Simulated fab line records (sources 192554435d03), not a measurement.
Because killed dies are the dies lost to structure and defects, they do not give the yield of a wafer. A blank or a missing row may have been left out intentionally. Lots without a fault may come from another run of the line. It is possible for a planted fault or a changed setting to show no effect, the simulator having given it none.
Matching of chambers -- flow n5Finfet -- N5_PMOS_HMC_CHANNEL_EPI_STRIP_33 on rieDiel-01 has 4 sister chambers
The step strips in N2/H2. 18 wafers are shown with their chamber, then 9 later ones without.

== WAFERS, EACH WITH ITS CHAMBER ==
wafer,chamber,showerheadPlenumPTorr (Torr),drypumpMotorCurrentA (A),oesProductAu (a.u.)
L078.1,1,3.48,5.5,0.76
L078.3,2,3.39,6.1,0.84
L078.6,1,3.48,5.6,0.76
L079.1,3,3.22,5.5,0.76
L079.2,1,3.48,5.5,0.74
L079.5,1,3.48,5.5,0.74
L080.1,0,3.39,5.3,0.79
L080.5,0,3.39,5.3,0.79
L080.6,3,3.22,5.5,0.74
L083.3,1,3.47,5.6,0.75
L083.4,3,3.21,5.5,0.75
L083.5,0,3.39,5.3,0.79
L084.1,0,3.39,5.3,0.81
L084.2,1,3.47,5.5,0.75
L084.6,0,3.39,5.2,0.80
L085.3,1,3.47,5.6,0.74
L085.4,0,3.39,5.3,0.79
L085.5,2,3.38,6.1,0.83

SIGNATURES, as means of the wafers listed above
reading,chamber 0,chamber 1,chamber 2,chamber 3,scatter within a chamber
showerheadPlenumPTorr,3.3900,3.4757,3.3850,3.2167,0.00454
drypumpMotorCurrentA,5.283,5.543,6.100,5.500,0.0427
oesProductAu,0.7950,0.7486,0.8350,0.7500,0.00881
Rule: for a wafer and a chamber, the distance is found by dividing, reading by reading, the gap between the wafer's reading and the chamber's mean by the reading's scatter, squaring, summing and taking the root. If the next closest chamber is less than 2 further off than the closest, the wafer can't be placed; otherwise it belongs to the closest. The scatter is the square root of a quotient: the sum, over the shown wafers, of each reading's squared deviation from its chamber's mean, divided by wafers minus chambers.

== WAFERS WHOSE CHAMBER IS MISSING ==
wafer,showerheadPlenumPTorr (Torr),drypumpMotorCurrentA (A),oesProductAu (a.u.)
L086.1,3.39,5.3,0.79
L086.2,3.38,6.1,0.81
L086.5,3.21,5.5,0.74
L088.1,3.38,5.3,0.79
L088.2,3.47,5.6,0.74
L088.6,3.38,5.3,0.79
L092.2,3.21,5.5,0.74
L092.4,3.46,5.6,0.73
L092.6,3.38,6.1,0.80

== WHICH CHAMBER EACH WENT THROUGH ==
wafer,from the rows above,in truth
L086.1,0,0
L086.2,2,2
L086.5,3,3
L088.1,0,0
L088.2,1,1
L088.6,0,0
L092.2,3,3
L092.4,1,1
L092.6,2,2
Placed correctly: 9 of 9. Not placeable from these rows: 0. Placed wrongly: 0.
